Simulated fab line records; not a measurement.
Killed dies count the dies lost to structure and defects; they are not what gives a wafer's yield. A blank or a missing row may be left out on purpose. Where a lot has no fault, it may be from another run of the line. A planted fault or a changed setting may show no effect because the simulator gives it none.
Split-lot study | flow n5_finfet | 7 lots, 21 wafers read, on a route of 1938 steps

## SPLIT DETAILS
At N5_GATE_CUT_ETCH_58 (etches SiNx in CH3F/O2, target depth 17 nm, time 128.6 s), the setting bias_w was moved away from the recipe's 21 W on 5 of the 21 wafers read, by -16.0% to +11.6%. This setting was run at the recipe's value on the other wafers.

The reading is taken at the split's own step.

## THE READING
rf_vpp_V, in V, at N5_GATE_CUT_ETCH_58 (etches SiNx in CH3F/O2, target depth 17 nm, time 128.6 s). Fault-free wafers of this fab line usually give 99.0 V, standard deviation 1 V.

wafer  | tool, chamber at the split | bias_w as run, W | against the recipe | rf_vpp_V, V | against lot-mates on the recipe
L078.2 | rie_diel-01, 3             | 21               | recipe             | 97.4        | -
L078.3 | rie_diel-01, 2             | 21               | recipe             | 99.4        | -
L078.4 | rie_diel-01, 0             | 21               | recipe             | 98.8        | -
L082.1 | rie_diel-01, 2             | 21               | recipe             | 98.8        | -
L082.4 | rie_diel-01, 3             | 21               | recipe             | 98.5        | -
L082.5 | rie_diel-01, 1             | 21               | recipe             | 99.6        | -
L085.3 | rie_diel-01, 0             | 21               | recipe             | 99.1        | -
L085.5 | rie_diel-01, 0             | 21               | recipe             | 96.6        | -
L085.6 | rie_diel-01, 1             | 21               | recipe             | 98.6        | -
L086.1 | rie_diel-01, 2             | 23.43            | +11.6%             | 105.2       | +5.0
L086.3 | rie_diel-01, 0             | 21               | recipe             | 100.2       | -
L086.4 | rie_diel-01, 1             | 23.43            | +11.6%             | 106.2       | +6.0
L094.2 | rie_diel-03, 3             | 21               | recipe             | 98.8        | -
L094.4 | rie_diel-03, 2             | 21               | recipe             | 98.4        | -
L094.5 | rie_diel-03, 3             | 21               | recipe             | 97.9        | -
L095.1 | rie_diel-03, 2             | 21               | recipe             | 99.7        | -
L095.3 | rie_diel-03, 3             | 21               | recipe             | 99.1        | -
L095.6 | rie_diel-03, 2             | 22.66            | +7.9%              | 103.9       | +4.5
L096.3 | rie_diel-06, 3             | 21               | recipe             | 96.3        | -
L096.5 | rie_diel-06, 1             | 17.65            | -16.0%             | 89.9        | -6.4
L096.6 | rie_diel-06, 2             | 17.65            | -16.0%             | 88.8        | -7.5

THE FIT
A straight line over all 21 wafers: rf_vpp_V changes by +0.597 V for each +1% of bias_w; r = +0.97; the points scatter about the line by 1 V.
The same after taking each lot's own level away (the mean of its wafers on the recipe; 21 wafers): +0.458 V for each +1%; r = +0.98; scatter 0.68 V.
On that fit, the largest move of bias_w shifts the reading by 7.3 V.
From 96.30 to 100.20 V: that is the span of the lots' own levels, equal to 3.9 times the standard deviation above.
Hence the slope depends on the lot-to-lot level, as the two fits are not the same.
Check: for one of the wafers moved furthest among these (-16.0%), held out of the fit, the line's prediction against its lot-mates is -7.66 V. Against them it came out at -6.4 V.
Tool readings at the split's step, against how far the setting was moved: rf_vpp_V r = +0.97.

## THE OTHER SPLITS THESE WAFERS WENT THROUGH
These wafers also went through other splits before the reading. Each is held against what the fit with the lots' levels taken away leaves over:
other split on the same wafers | wafers away from the commonest value | r with rf_vpp_V (lot level and that fit taken away)
N5_HKMG_FIN_ETCH_58 source_w   | 3                                    | +0.11

## THE WHOLE CHAIN: every reading that the file lists as answering this split, in the file's order
step                | what it does                                             | reading                                                        | change (the file's fit)                | r (the file's)
N5_GATE_CUT_ETCH_58 | etches SiNx in CH3F/O2, target depth 17 nm, time 128.6 s | rf_vpp_V                                                       | +0.469 V for each +1% of the setting   | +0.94
N5_GATE_CUT_ETCH_58 | etches SiNx in CH3F/O2, target depth 17 nm, time 128.6 s | etch.depth_nm (the simulator's own value, which no gauge read) | +0.0605 nm for each +1% of the setting | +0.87

## FILE'S OWN FIT
rf_vpp_V changes by +0.469 V for each +1% of bias_w, r = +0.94.
